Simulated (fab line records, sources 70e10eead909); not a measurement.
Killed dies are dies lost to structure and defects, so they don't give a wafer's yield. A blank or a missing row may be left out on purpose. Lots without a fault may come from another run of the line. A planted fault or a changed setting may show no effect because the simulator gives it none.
Chamber matching | flow nand_harc | NHARC_A_WL_FILL_STRIP_29 on rie_diel-09: 4 sister chambers
The step strips in O2, time 20 s. 14 wafers are shown with their chamber, then 7 later ones without.

WAFERS WITH THEIR CHAMBER
wafer  | chamber | showerhead_plenum_p_Torr (Torr) | oes_product_au (a.u.) | throttle_valve_pct (%)
L076.1 | 3       | 3.69                            | 1.011                 | 17.020
L076.4 | 2       | 3.38                            | 1.013                 | 17.037
L076.5 | 2       | 3.38                            | 1.003                 | 17.026
L079.2 | 3       | 3.69                            | 0.986                 | 17.029
L079.4 | 1       | 3.49                            | 0.986                 | 17.026
L079.5 | 1       | 3.49                            | 0.991                 | 17.024
L080.1 | 2       | 3.38                            | 1.006                 | 17.021
L080.2 | 0       | 3.40                            | 1.009                 | 17.043
L080.6 | 0       | 3.40                            | 1.002                 | 17.034
L087.1 | 1       | 3.49                            | 0.985                 | 17.049
L087.2 | 2       | 3.37                            | 1.009                 | 17.027
L087.3 | 3       | 3.68                            | 0.995                 | 17.030
L086.1 | 0       | 3.39                            | 0.996                 | 17.049
L086.3 | 2       | 3.37                            | 1.001                 | 17.039

SIGNATURES (means of the wafers above)
reading                  | chamber 0 | chamber 1 | chamber 2 | chamber 3 | scatter within a chamber
showerhead_plenum_p_Torr | 3.3967    | 3.4900    | 3.3760    | 3.6867    | 0.00503
oes_product_au           | 1.00233   | 0.98733   | 1.00640   | 0.99733   | 0.00719
throttle_valve_pct       | 17.04200  | 17.03300  | 17.03000  | 17.02633  | 0.00893
Rule: a wafer's distance from a chamber is the root of the sum, over the readings, of the square of ((its reading less the chamber's mean) divided by the reading's scatter). The wafer belongs to the nearest chamber; if the next one is less than 2 further off, it can't be placed. The scatter: the root of (the sum of the squares of (reading less its chamber's mean) over the shown wafers, divided by (wafers less chambers)).

WAFERS WITHOUT THEIR CHAMBER
wafer  | showerhead_plenum_p_Torr (Torr) | oes_product_au (a.u.) | throttle_valve_pct (%)
L086.4 | 3.49                            | 0.989                 | 17.044
L091.2 | 3.68                            | 0.991                 | 17.035
L091.3 | 3.49                            | 0.991                 | 17.028
L091.4 | 3.37                            | 0.984                 | 17.032
L093.1 | 3.39                            | 1.000                 | 17.048
L093.2 | 3.49                            | 0.980                 | 17.045
L093.5 | 3.39                            | 1.004                 | 17.022

WHICH CHAMBER EACH WENT THROUGH
wafer  | from the rows above     | in truth
L086.4 | 1                       | 1
L091.2 | 3                       | 3
L091.3 | 1                       | 1
L091.4 | 2                       | 2
L093.1 | 0                       | 0
L093.2 | 1                       | 1
L093.5 | can't be placed: 0 or 2 | 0
Placed correctly: 6 of 7. Can't be placed from these rows: 1 (the true chamber is among the candidates in 1). Placed wrongly: 0.
